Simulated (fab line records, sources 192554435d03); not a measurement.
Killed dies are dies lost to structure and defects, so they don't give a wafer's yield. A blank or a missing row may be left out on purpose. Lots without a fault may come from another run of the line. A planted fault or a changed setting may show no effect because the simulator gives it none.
Split-lot experiment | flow n5_finfet | 7 lots, 21 wafers read, on a route of 1938 steps

THE SPLIT
At N5_BEOL_M2_COAT_22 (resist thk 30 nm), the setting spin_rpm was moved away from the recipe's 1500 rpm on 10 of the 21 wafers read, by -11.0% to +5.2%. The other wafers ran this setting at the recipe's value.

FROM THE SPLIT TO THE READING: what the file shows between them, 5 steps
- N5_BEOL_M2_EBR_24
- N5_BEOL_M2_SOFTBAKE_23: time 60 s
- N5_BEOL_M2_EXPOSE_25: exposes mask V1, defocus 5 nm
- N5_BEOL_M2_PEB_26: peb time 60 s
- N5_BEOL_M2_DEVELOP_27: develop time 30 s

THE READING
CAR-EUV_of_BEOL_M2_COAT_22.thk_nm (the simulator's own value, which no gauge read), in nm, at N5_BEOL_M2_DESCUM_33 (chemistry O2, time 7 s). The file gives no usual value for it. The 11 wafers here that ran the recipe average 26.0 nm, standard deviation 0.11 nm.

wafer  | tool, chamber at the split | spin_rpm as run, rpm | against the recipe | CAR-EUV_of_BEOL_M2_COAT_22.thk_nm, nm | against lot-mates on the recipe
L078.2 | litho_track-05, 0          | 1500                 | recipe             | 26.2                                  | -
L078.4 | litho_track-05, 0          | 1500                 | recipe             | 26.2                                  | -
L078.5 | litho_track-05, 0          | 1426                 | -4.9%              | 27                                    | +0.8
L080.1 | litho_track-05, 0          | 1341                 | -10.6%             | 27.8                                  | +1.8
L080.4 | litho_track-05, 0          | 1500                 | recipe             | 26                                    | -
L080.6 | litho_track-05, 0          | 1500                 | recipe             | 26                                    | -
L083.2 | litho_track-02, 0          | 1426                 | -4.9%              | 26.8                                  | no lot-mate on the recipe
L083.3 | litho_track-02, 0          | 1426                 | -4.9%              | 26.8                                  | no lot-mate on the recipe
L083.6 | litho_track-02, 0          | 1426                 | -4.9%              | 26.8                                  | no lot-mate on the recipe
L084.1 | litho_track-02, 0          | 1550                 | +3.3%              | 25.4                                  | -0.6
L084.4 | litho_track-02, 0          | 1550                 | +3.3%              | 25.4                                  | -0.6
L084.3 | litho_track-02, 0          | 1500                 | recipe             | 26                                    | -
L087.3 | litho_track-02, 0          | 1500                 | recipe             | 25.8                                  | -
L087.4 | litho_track-02, 0          | 1578                 | +5.2%              | 25.2                                  | -0.7
L087.6 | litho_track-02, 0          | 1500                 | recipe             | 26                                    | -
L095.1 | litho_track-02, 0          | 1335                 | -11.0%             | 28                                    | +1.8
L095.3 | litho_track-02, 0          | 1500                 | recipe             | 26.2                                  | -
L095.6 | litho_track-02, 0          | 1335                 | -11.0%             | 27.8                                  | +1.6
L097.4 | litho_track-02, 0          | 1500                 | recipe             | 26                                    | -
L097.5 | litho_track-02, 0          | 1500                 | recipe             | 26                                    | -
L097.6 | litho_track-02, 0          | 1500                 | recipe             | 26                                    | -

THE FIT
A straight line over all 21 wafers: CAR-EUV_of_BEOL_M2_COAT_22.thk_nm changes by -0.169 nm for each +1% of spin_rpm; r = -0.99; the points scatter about the line by 0.1 nm.
The same after taking each lot's own level away (the mean of its wafers on the recipe; 18 wafers): -0.159 nm for each +1%; r = -1.00; scatter 0.072 nm.
On that fit, the largest move of spin_rpm shifts the reading by 1.7 nm.
The lots' own levels span 25.90 to 26.20 nm, that is 2.6 times the standard deviation above.
So the lot-to-lot level changes the slope little: the two slopes agree.
Check: with one of the wafers moved furthest among these (-11.0%) left out of the fit, the line predicts +1.73 nm for it against its lot-mates. It came out at +1.8 nm against them.

OTHER SPLITS ON THESE WAFERS
These wafers also went through other splits before the reading. Each is held against what the fit with the lots' levels taken away leaves over:
other split on the same wafers    | wafers away from the commonest value | r with CAR-EUV_of_BEOL_M2_COAT_22.thk_nm (lot level and that fit taken away)
N5_BEOL_M1_HM_DEP_02 target_thk_a | 10                                   | +0.28
N5_BEOL_M2_ETCH_64 bias_w         | 9                                    | +0.36

THE WHOLE CHAIN: every reading that the file lists as answering this split, in the file's order
step                  | what it does           | reading                                                                            | change (the file's fit)               | r (the file's)
N5_BEOL_M2_COAT_22    | resist thk 30 nm       | CAR-EUV_of_BEOL_M2_COAT_22.thk_nm (the simulator's own value, which no gauge read) | -0.166 nm for each +1% of the setting | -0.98
N5_BEOL_M2_DEVELOP_27 | develop time 30 s      | CAR-EUV_of_BEOL_M2_COAT_22.thk_nm (the simulator's own value, which no gauge read) | -0.155 nm for each +1% of the setting | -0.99
N5_BEOL_M2_DESCUM_33  | chemistry O2, time 7 s | CAR-EUV_of_BEOL_M2_COAT_22.thk_nm (the simulator's own value, which no gauge read) | -0.16 nm for each +1% of the setting  | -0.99

THE FILE'S OWN FIT
CAR-EUV_of_BEOL_M2_COAT_22.thk_nm changes by -0.16 nm for each +1% of spin_rpm, r = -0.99.
